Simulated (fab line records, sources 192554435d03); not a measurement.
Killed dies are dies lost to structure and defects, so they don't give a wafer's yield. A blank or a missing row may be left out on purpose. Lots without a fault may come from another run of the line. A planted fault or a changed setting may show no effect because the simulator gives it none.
A struck lot beside a sound one | flow n5_finfet | 16 steps out of a route of 1938
Sound: wafers L390.2, L390.3, L390.5. Struck: wafers L412.3, L412.4, L412.6. The cause comes at the end.
At each step with rows: each side's tool, then ch and its chambers, then its first start. Under that, the readings that differ: sound wafers | struck wafers | difference of the means | sigmas: that difference in standard deviations of wafers without a fault.
alike: readings whose means differ by less than 2 such deviations, and words and numbers that are the same on both sides. not compared: withheld readings, readings that some wafer has no value for, bounds like >300 that may hide the same value, and numbers for which the record gives no deviation and whose values overlap.
The two part at a step that has a row with sigmas, a row that says differs or no value, or rows on one side only. Numbers that don't overlap but have no deviation are shown without sigmas and don't part them. A reading that every wafer of one side lacks parts them only if that side has two wafers or more.

first, 12 steps without rows for these wafers: N5_GATE_CUT_DESCUM_18 (chemistry O2, time 7 s); N5_GATE_CUT_ETCH_28 (etches underlayer in N2/H2, target depth 13 nm, time 10.4 s); N5_GATE_CUT_ETCH_36 (etches SiARC in CF4, target depth 13 nm, time 21.7 s); N5_GATE_CUT_ETCH_37 (etches SOC in N2/H2, target depth 60 nm, overetch 12 nm, time 90 s); N5_GATE_CUT_STRIP_38 (strips in N2/H2); N5_GATE_CUT_STRIP_39 (strips in N2/H2); N5_GATE_CUT_HM_OPEN_40 (chemistry C4F6/O2, target SiO2, target depth 139 nm, time 85.1 s); N5_GATE_CUT_STRIP_41 (strips in CF4); N5_GATE_CUT_STRIP_42 (strips in O2); N5_GATE_CUT_ETCH_19 (etches SiNx in CH3F/O2, target depth 53.7 nm, time 76.7 s); N5_GATE_CUT_CUT_ETCH_53 (etches W in SF6/Cl2, target depth 79.2 nm); N5_GATE_CUT_CUT_ETCH_54 (etches TiN in Cl2/BCl3, target depth 96.7 nm).
N5_GATE_CUT_CUT_ETCH_55: etches HfO2 in BCl3, target depth 3.2 nm.
  sound on rie_metal-02 ch 0,1, day 4 10:09; struck on rie_metal-02 ch 0,1, day 9 23:25
  no value came back on the struck wafers for any of 5 readings (bcl3_flow_sccm (sccm), bias_w (W) and others); on the sound wafers bcl3_flow_sccm (sccm) reads 80.05 79.89 79.88
  not compared: rf_hours_counter_h
then, 1 step without rows for these wafers: N5_GATE_CUT_ETCH_47 (etches SiO2 in Cl2/BCl3, target depth 10 nm).
N5_BEOL_M4_RC_MEAS_101:
  the record has rows for the sound wafers here (prober-02 ch 0, day 10 21:08) and none for the struck ones
-- the record jumps here: 11 days lie between the struck wafers' starts before and after (it left off in module BEOL_M4 and takes up again in module PASSIVATION, whose first step shown is number 1936 of the route) --
N5_PASSIVATION_PROBE_49:
  sound on prober-02, day 15 20:47; struck on prober-02, day 20 23:08
  reading                  | sound          | struck         | difference | sigmas
  defect_limited_yield (%) | 90.9 90.5 91.7 | 0 0 0          | -91        | -57
  killed_at_front_end      | 29 40 40       | 1106 1110 1092 | +1066      | +97
  killed_dies              | 107 112 98     | 1180 1180 1180 | +1074      | +57
  killed_on_rim            | 16 20 10       | 152 152 152    | +137       | +32
  sort_bin_5_function (%)  | 5.8 5.4 5.7    | 97.0 96.5 96.3 | +91.0      | +91
  sort_n_pass              | 1073 1068 1082 | 0 0 0          | -1074      | -54
  sort_yield_pct (%)       | 90.9 90.5 91.7 | 0 0 0          | -91        | -54
  alike: killed_at_M0_to_M3, killed_at_M4_up, killed_at_contacts, killed_at_other, killed_open, killed_short, sort_bin_6_memory

WHERE THEY PART
First at N5_GATE_CUT_CUT_ETCH_55; last, within this record, at N5_PASSIVATION_PROBE_49.

WHY: what the simulator had put in
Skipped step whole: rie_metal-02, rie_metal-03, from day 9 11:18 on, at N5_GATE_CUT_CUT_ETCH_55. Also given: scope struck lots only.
